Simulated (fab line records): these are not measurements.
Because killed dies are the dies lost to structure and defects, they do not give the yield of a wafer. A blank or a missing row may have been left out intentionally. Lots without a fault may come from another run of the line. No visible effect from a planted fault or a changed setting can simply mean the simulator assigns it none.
fab line records	flow nand-harc
record: lots: 5	wafers: 15	last-day: 34
route steps=1302 shown P_GATE@125
lots untouched by any fault: they come from a run of this same line in which no faults occurred
start-h: hours from the record's opening day to when the first of the lot's shown wafers began	wait-h: hours elapsed since this lot's preceding step	" same as the row above	L1.1+2: a row that stands for several wafers	- value missing, or start not given	* or withheld: withheld	< > ~ a bound
route shown NAME@n: names a module that has steps shown in the file, with the first one's number in the route	usual: the fault-free wafers' mean and standard deviation	same: alike in all rows	chamber/n: place in a boat	sites: per-site readings	_std_site: their standard deviation	_edge_site: inner sites' mean taken away from outer sites' mean	radius-mm: how far each site lies from the wafer's centre	mask NAME#n: copy n	behind: tool/chamber where the wafer was last shaped	hold: why the lot went on hold/how many hours it stayed there/how the hold came to an end	device: whichever transistor did not switch (one of n, p or np)	end of line: the tests these same wafers got at the end of their route	where a step has no rows: the recipe by itself	killed: at the first sort, the dies lost to defects and structure; wafer yield is something else	map: the dies of a wafer, with x for killed, . for not killed, _ for no die there
set.NAME: the run value of the setting; set.NAME@STEP: its run value at that earlier step	model.NAME: the simulator's own value behind a step, which no gauge read
lots at selected steps of the route; one table per step, one row per wafer
services: a tool's chamber out of use, with start hour (start-h, from the record's first day; less than 0 if before it), hours out, and reason
== steps ==
step: NHARC_P_GATE_ETCH_14
recipe: target-depth-a: 488	chemistry: dHF	material: SiO2
lot.wafer	tool	chamber	start-h	wait-h
L077.2+4+6	wet-bench-07	2,6,7	108.64	0.2
L084.3+1+6	wet-bench-01	3,5,6	179.53	0.1
L089.2+3+6	wet-bench-09	2,3,4	228.06	0.1
L094.3+5+2	wet-bench-09	6,0,1	284.27	0.1
L097.6+4+1	wet-bench-01	2,3,6	308.15	0.1
step: NHARC_P_GATE_STRIP_15
recipe: time-s: 780	temp-c: 130	chemistry: SPM
usual: bath-heat-duty-pct: 15.5/1.5
lot.wafer	tool	chamber	start-h	wait-h	bath-heat-duty-pct
L077.2	wet-bench-07	2	108.68	0.0	13.5
L077.4	"	6	"	"	15.4
L077.6	"	7	"	"	14.2
L084.3	wet-bench-01	3	179.57	0.0	15.1
L084.1	"	5	"	"	19.0
L084.6	"	6	"	"	15.5
L089.2	wet-bench-09	2	228.10	0.0	13.5
L089.3	"	3	"	"	14.6
L089.6	"	4	"	"	13.3
L094.3	wet-bench-09	6	284.31	0.0	16.2
L094.5	"	0	"	"	16.5
L094.2	"	1	"	"	15.9
L097.6	wet-bench-01	2	308.19	0.0	13.9
L097.4	"	3	"	"	16.4
L097.1	"	6	"	"	14.8
step: NHARC_P_GATE_PRECLEAN_71
recipe: time-s: *	temp-c: 50	bath-age-min: 0	chemistry: SC1
usual: bath-heat-duty-pct: 7.4/0.78	h2o2-flow-mL-min: 56.60/0.17
lot.wafer	tool	chamber	start-h	wait-h	bath-heat-duty-pct	h2o2-flow-mL-min
L077.2	wet-bench-07	2	-	-	7.2	56.33
L077.4	"	6	"	"	7.3	56.35
L077.6	"	7	"	"	8.2	56.80
L084.3	wet-bench-01	3	-	-	6.8	56.20
L084.1	"	5	"	"	8.0	56.53
L084.6	"	6	"	"	7.7	56.49
L089.2	wet-bench-09	2	-	-	7.9	56.54
L089.3	"	3	"	"	7.7	56.54
L089.6	"	4	"	"	5.9	56.65
L094.3	wet-bench-09	6	-	-	7.9	56.53
L094.5	"	0	"	"	7.1	56.42
L094.2	"	1	"	"	6.7	56.62
L097.6	wet-bench-01	2	-	-	6.5	56.65
L097.4	"	3	"	"	7.4	56.58
L097.1	"	6	"	"	7.1	56.57
step: NHARC_P_GATE_SRD_72
lot.wafer	tool	chamber	start-h	wait-h
L077.2+4+6	wet-bench-07	2,6,7	-	-
L084.3+1+6	wet-bench-01	3,5,6	-	-
L089.2+3+6	wet-bench-09	2,3,4	-	-
L094.3+5+2	wet-bench-09	6,0,1	-	-
L097.6+4+1	wet-bench-01	2,3,6	-	-
step: NHARC_P_GATE_OXIDE_16
recipe: target-thk-a: 30	temp-c: 875	ox-time-s: 392	material: SiO2
usual: spike-tc-lower-C: 874.2/1.3	spike-tc-upper-C: 875.5/1
same: ox-time-s: 392
lot.wafer	tool	chamber	start-h	wait-h	spike-tc-lower-C	spike-tc-upper-C
L077.2	furnace-03	0	112.26	-	874.9	875.0
L077.4	"	0	"	"	875.2	873.6
L077.6	"	0	"	"	877.4	874.4
L084.1	furnace-01	0	183.37	-	875.5	876.3
L084.3	"	0	"	"	873.1	873.7
L084.6	"	0	"	"	873.4	875.0
L089.2	furnace-08	0	230.39	-	874.1	877.5
L089.3	"	0	"	"	873.9	875.2
L089.6	"	0	"	"	872.3	875.5
L094.2	furnace-03	0	287.87	-	874.7	874.9
L094.3	"	0	"	"	872.2	875.0
L094.5	"	0	"	"	875.1	875.2
L097.1	furnace-01	0	314.88	-	874.8	875.4
L097.4	"	0	"	"	873.8	875.6
L097.6	"	0	"	"	874.0	874.7
step: NHARC_P_GATE_CVD_17
recipe: target-thk-a: 1500	temp-c: 620	time-s: 900	material: poly-Si
usual: spike-tc-lower-C: 620.1/1.1	spike-tc-upper-C: 619.4/0.91
lot.wafer	tool	chamber	start-h	wait-h	spike-tc-lower-C	spike-tc-upper-C
L077.2	lpcvd-poly-02	0	118.39	2.6	620.9	618.6
L077.4	"	0	"	"	619.6	619.0
L077.6	"	0	"	"	620.4	621.3
L084.1	lpcvd-poly-01	0	189.47	2.5	620.1	620.7
L084.3	"	0	"	"	620.2	620.6
L084.6	"	0	"	"	620.4	619.4
L089.2	lpcvd-poly-01	0	236.39	2.5	619.1	619.0
L089.3	"	0	"	"	621.2	618.8
L089.6	"	0	"	"	618.9	619.1
L094.2	lpcvd-poly-04	0	294.05	2.7	621.9	617.7
L094.3	"	0	"	"	620.8	620.1
L094.5	"	0	"	"	621.7	621.6
L097.1	lpcvd-poly-02	0	321.04	2.6	620.3	618.8
L097.4	"	0	"	"	619.2	619.3
L097.6	"	0	"	"	621.6	619.3
step: NHARC_P_GATE_HM_DEP_102
recipe: target-thk-a: 1200	temp-c: 400	material: aC
usual: throttle-valve-pct: 35.000/0.0093
lot.wafer	tool	chamber	start-h	wait-h	throttle-valve-pct
L077.2	acl-dep-01	0	131.28	10.7	34.990
L077.4	"	0	"	"	34.993
L077.6	"	0	"	"	35.002
L084.1	acl-dep-02	0	192.06	0.4	34.995
L084.3	"	0	"	"	34.988
L084.6	"	0	"	"	34.990
L089.2	acl-dep-01	0	242.11	3.5	34.977
L089.3	"	0	"	"	34.992
L089.6	"	0	"	"	35.008
L094.2	acl-dep-02	0	298.13	1.9	35.014
L094.3	"	0	"	"	34.990
L094.5	"	0	"	"	34.992
L097.1	acl-dep-01	0	323.99	0.7	35.011
L097.4	"	0	"	"	34.991
L097.6	"	0	"	"	35.012
step: NHARC_P_GATE_DEP_103
recipe: target-thk-a: 300	target-thk-nm: 30	temp-c: 400	flow-sccm: 200	rf-w: 350	material: SiON
usual: heater-power-outer-w: 452/73	heater-power-w: 743/80
lot.wafer	tool	chamber	start-h	wait-h	heater-power-outer-w	heater-power-w
L077.2	pecvd-03	1	131.83	0.4	429	745
L077.6	"	1	"	"	320	590
L077.4	"	0	"	"	336	600
L084.1	pecvd-01	0	192.75	0.6	464	777
L084.3	"	1	"	"	419	768
L084.6	"	0	"	"	468	795
L089.3	pecvd-02	2	242.68	0.3	465	767
L089.2	"	1	"	"	407	646
L089.6	"	0	"	"	403	651
L094.2	pecvd-03	1	298.72	0.5	437	733
L094.3	"	2	"	"	555	821
L094.5	"	2	"	"	550	804
L097.1	pecvd-01	0	324.67	0.6	435	777
L097.4	"	2	"	"	516	814
L097.6	"	0	"	"	439	769
step: NHARC_P_GATE_DEHYDRATE_18
recipe: temp-c: 150	time-s: 120
usual: chill-plate-temp-C: 23.00/0.11	heater-power-total-W: 182.5/1.3
lot.wafer	tool	chamber	start-h	wait-h	chill-plate-temp-C	heater-power-total-W
L077.2	litho-track-04	0	132.11	0.2	22.99	180.4
L077.4	"	0	"	"	22.86	183.3
L077.6	"	0	"	"	23.06	184.5
L084.1	litho-track-01	0	192.99	0.2	22.88	183.0
L084.3	"	0	"	"	23.06	182.0
L084.6	"	0	"	"	23.01	184.8
L089.2	litho-track-06	0	242.97	0.2	22.89	181.8
L089.3	"	0	"	"	23.09	181.0
L089.6	"	0	"	"	23.08	182.6
L094.2	litho-track-06	0	298.97	0.2	23.02	183.7
L094.3	"	0	"	"	22.90	180.4
L094.5	"	0	"	"	22.93	182.6
L097.1	litho-track-04	0	324.92	0.2	23.15	182.2
L097.4	"	0	"	"	23.06	181.5
L097.6	"	0	"	"	22.96	183.9
step: NHARC_P_GATE_HMDS_19
recipe: time-s: 30
usual: chill-plate-temp-C: 23.00/0.11
lot.wafer	tool	chamber	start-h	wait-h	chill-plate-temp-C
L077.2	litho-track-04	0	-	-	22.88
L077.4	"	0	"	"	22.92
L077.6	"	0	"	"	23.12
L084.1	litho-track-01	0	-	-	23.22
L084.3	"	0	"	"	22.92
L084.6	"	0	"	"	23.26
L089.2	litho-track-06	0	-	-	22.98
L089.3	"	0	"	"	23.00
L089.6	"	0	"	"	22.99
L094.2	litho-track-06	0	-	-	23.06
L094.3	"	0	"	"	22.95
L094.5	"	0	"	"	23.20
L097.1	litho-track-04	0	-	-	22.83
L097.4	"	0	"	"	22.88
L097.6	"	0	"	"	22.86
step: NHARC_P_GATE_COAT_20
recipe: spin-rpm: 1500	resist-thk-nm: 90
usual: chill-plate-temp-C: 23.01/0.099	spin-speed-rpm: 1499.9/1.1
lot.wafer	tool	chamber	start-h	wait-h	chill-plate-temp-C	spin-speed-rpm
L077.2	litho-track-04	0	-	-	22.88	1500.5
L077.4	"	0	"	"	22.83	1498.5
L077.6	"	0	"	"	22.87	1499.4
L084.1	litho-track-01	0	-	-	23.01	1499.3
L084.3	"	0	"	"	23.15	1499.8
L084.6	"	0	"	"	23.01	1501.1
L089.2	litho-track-06	0	-	-	22.95	1499.8
L089.3	"	0	"	"	23.10	1500.9
L089.6	"	0	"	"	23.04	1501.6
L094.2	litho-track-06	0	-	-	23.08	1499.2
L094.3	"	0	"	"	23.08	1498.3
L094.5	"	0	"	"	23.00	1498.3
L097.1	litho-track-04	0	-	-	23.00	1501.0
L097.4	"	0	"	"	23.03	1502.4
L097.6	"	0	"	"	22.91	1501.0
step: NHARC_P_GATE_SOFTBAKE_21
recipe: temp-c: 105	time-s: 55
usual: chill-plate-temp-C: 22.98/0.11	heater-power-total-W: 188.46/0.14
lot.wafer	tool	chamber	start-h	wait-h	chill-plate-temp-C	heater-power-total-W
L077.2	litho-track-04	0	-	-	22.99	188.38
L077.4	"	0	"	"	22.95	188.28
L077.6	"	0	"	"	23.08	188.34
L084.1	litho-track-01	0	-	-	23.13	188.45
L084.3	"	0	"	"	23.07	188.50
L084.6	"	0	"	"	23.07	188.31
L089.2	litho-track-06	0	-	-	22.89	188.73
L089.3	"	0	"	"	23.10	188.42
L089.6	"	0	"	"	22.99	188.40
L094.2	litho-track-06	0	-	-	23.15	188.37
L094.3	"	0	"	"	23.18	188.73
L094.5	"	0	"	"	23.11	188.76
L097.1	litho-track-04	0	-	-	22.79	188.51
L097.4	"	0	"	"	23.05	188.64
L097.6	"	0	"	"	22.83	188.31
step: NHARC_P_GATE_EBR_22
usual: chill-plate-temp-C: 23.02/0.11
lot.wafer	tool	chamber	start-h	wait-h	chill-plate-temp-C
L077.2	litho-track-04	0	-	-	23.08
L077.4	"	0	"	"	22.94
L077.6	"	0	"	"	23.06
L084.1	litho-track-01	0	-	-	22.80
L084.3	"	0	"	"	22.89
L084.6	"	0	"	"	22.96
L089.2	litho-track-06	0	-	-	23.01
L089.3	"	0	"	"	23.16
L089.6	"	0	"	"	23.06
L094.2	litho-track-06	0	-	-	23.06
L094.3	"	0	"	"	23.03
L094.5	"	0	"	"	22.95
L097.1	litho-track-04	0	-	-	22.95
L097.4	"	0	"	"	22.89
L097.6	"	0	"	"	22.86
step: NHARC_P_GATE_EXPOSE_23
recipe: na: 1.35	target-cd-nm: 120	dose-mj: 93.91	mask-id: P_GATE
usual: exposure-dose-mJ-cm2: 93.93/0.087
same: na: 1.35
lot.wafer	tool	chamber	start-h	wait-h	mask	exposure-dose-mJ-cm2
L077.2	arfi-scanner-02	0	132.25	-	P_GATE#0	93.90
L077.4	"	0	"	"	P_GATE#0	93.96
L077.6	"	0	"	"	P_GATE#0	93.91
L084.1	arfi-scanner-03	0	193.26	-	P_GATE#0	93.99
L084.3	"	0	"	"	P_GATE#0	93.97
L084.6	"	0	"	"	P_GATE#0	93.79
L089.2	arfi-scanner-02	0	243.25	-	P_GATE#0	93.92
L089.3	"	0	"	"	P_GATE#0	93.93
L089.6	"	0	"	"	P_GATE#0	93.81
L094.2	arfi-scanner-01	0	299.24	-	P_GATE#0	93.90
L094.3	"	0	"	"	P_GATE#0	93.99
L094.5	"	0	"	"	P_GATE#0	93.83
L097.1	arfi-scanner-02	0	325.19	-	P_GATE#0	94.00
L097.4	"	0	"	"	P_GATE#0	93.90
L097.6	"	0	"	"	P_GATE#0	93.93
== services ==
tool	chamber	start-h	hours	kind
wet-bench-01	-	101.60	8.0	pm
arfi-scanner-02	-	119.41	0.4	repair
pecvd-01	-	130.28	13.0	pm
arfi-scanner-02	-	140.00	4.0	pm
acl-dep-01	-	149.01	0.7	repair
litho-track-01	-	155.00	7.0	pm
pecvd-03	2	157.14	10.5	repair
arfi-scanner-02	-	157.82	0.5	repair
furnace-01	-	158.45	8.6	repair
pecvd-01	-	159.19	0.3	repair
wet-bench-07	-	160.00	8.0	pm
wet-bench-09	-	176.84	8.0	pm
litho-track-06	-	179.00	7.0	pm
pecvd-03	-	185.00	13.0	pm
acl-dep-01	-	186.56	13.0	pm
arfi-scanner-02	-	189.07	0.3	repair
litho-track-04	-	203.00	7.0	pm
lpcvd-poly-02	-	206.99	26.0	pm
furnace-01	-	212.02	26.0	pm
acl-dep-02	-	248.75	13.0	pm
arfi-scanner-02	-	266.13	1.0	repair
wet-bench-01	-	277.60	8.0	pm
lpcvd-poly-02	-	285.74	18.7	repair
arfi-scanner-02	-	312.00	4.0	pm
== key ==
fault none
